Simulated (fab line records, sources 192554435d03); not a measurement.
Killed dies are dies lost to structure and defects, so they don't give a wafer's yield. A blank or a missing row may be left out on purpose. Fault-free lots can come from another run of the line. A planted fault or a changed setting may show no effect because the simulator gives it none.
A struck lot beside a sound one || flow n5_finfet || 13 out of 1938 route steps
Sound: the wafers L302.2, L302.3, L302.5. Struck: wafer L318.2 (left out: L318.4, L318.5 of the same lot, which were not struck); the cause appears at the end.
Order at every step that has rows: each side's tool, ch and its chambers, its first start. Under that, the readings that differ: sound wafers || struck wafers || difference of the means || sigmas: that difference in standard deviations of wafers without a fault.
alike: same words and numbers on both sides, and readings whose means sit less than 2 such deviations apart. not compared: any withheld reading, any reading some wafer has no value for, any bound like >300 that may hide the same value, and any number with overlapping values for which the record gives no deviation.
The two part at a step that has a row with sigmas, a row that says differs or no value, or rows on one side only. When numbers do not overlap yet have no deviation, they are printed without sigmas and do not part them. A reading missing from all wafers of one side parts the sides only when that side holds two or more wafers.

first, 9 steps without rows for these wafers: N5_BEOL_M1_SOFTBAKE_23 (time 60 s); N5_BEOL_M1_EXPOSE_25 (exposes mask V0, defocus 5 nm, target cd 24 nm); N5_BEOL_M1_PEB_26 (peb time 60 s); N5_BEOL_M1_DEVELOP_27 (develop time 30 s); N5_BEOL_M1_DESCUM_33 (chemistry O2, time 7 s); N5_BEOL_M1_ETCH_77 (etches underlayer in N2/H2, target depth 6.5 nm, time 5.2 s); N5_BEOL_M1_ETCH_69 (etches SiARC in CF4, target depth 15.6 nm, time 26 s); N5_BEOL_M1_ALD_98 (deposits SiO2, target thk 2.5 nm, pulse time 1 s, co reactant pulse time 1 s); N5_BEOL_M1_ETCHBACK_99 (etches SiO2 in CHF3, target depth 5 nm, time 10.4 s).
N5_BEOL_M1_ETCH_70: etches SOC in N2/H2, target depth 80 nm, overetch 16 nm, time 120 s.
  sound on rie_diel-05 ch 0,2, day 7 12:17; struck on rie_diel-05 ch 1, day 12 05:49
{"reading": "bias_w (W)", "sound": "150.5 150.5 149.9", "struck": 157.7, "difference": "+7.4", "sigmas": "+18"}
{"reading": "rf_vpp_V (V)", "sound": "523.2 525.8 519.6", "struck": 542.9, "difference": "+20.0", "sigmas": "+8"}
{"reading": "model.SiARC_of_BEOL_M1_COAT_68.thk_nm (nm)", "sound": "6.6 6.4 6.6", "struck": 6, "difference": -1, "sigmas": ""}
  alike: chamber_pressure_mTorr, drypump_motor_current_A, oes_product_au, showerhead_plenum_p_Torr, throttle_valve_pct
  not compared: rf_hours_counter_h
then, 1 step without rows for these wafers: N5_BEOL_M1_STRIP_71 (strips in N2/H2).
N5_BEOL_M4_RC_MEAS_101:
  sound on prober-02 ch 0, day 9 00:02; struck on prober-01 ch 0, day 13 21:25
{"reading": "DIBL_N (mV/V)", "sound": "35.6 37.0 37.5", "struck": 33.5, "difference": -3.2, "sigmas": -2}
  alike: DIBL_P, IOFF_N, IOFF_P, ION_N, ION_P, SS_N, SS_P, VT_N, VT_P
N5_PASSIVATION_PROBE_49:
  the record holds rows for the sound wafers here (prober-01, day 13 11:00) but none for the struck ones

WHERE THEY PART
First at N5_BEOL_M1_ETCH_70; last, within this record, at N5_PASSIVATION_PROBE_49.

WHY: the cause the simulator had injected
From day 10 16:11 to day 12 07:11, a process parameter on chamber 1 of rie_diel-05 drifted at N5_BEOL_M1_ETCH_70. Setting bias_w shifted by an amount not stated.
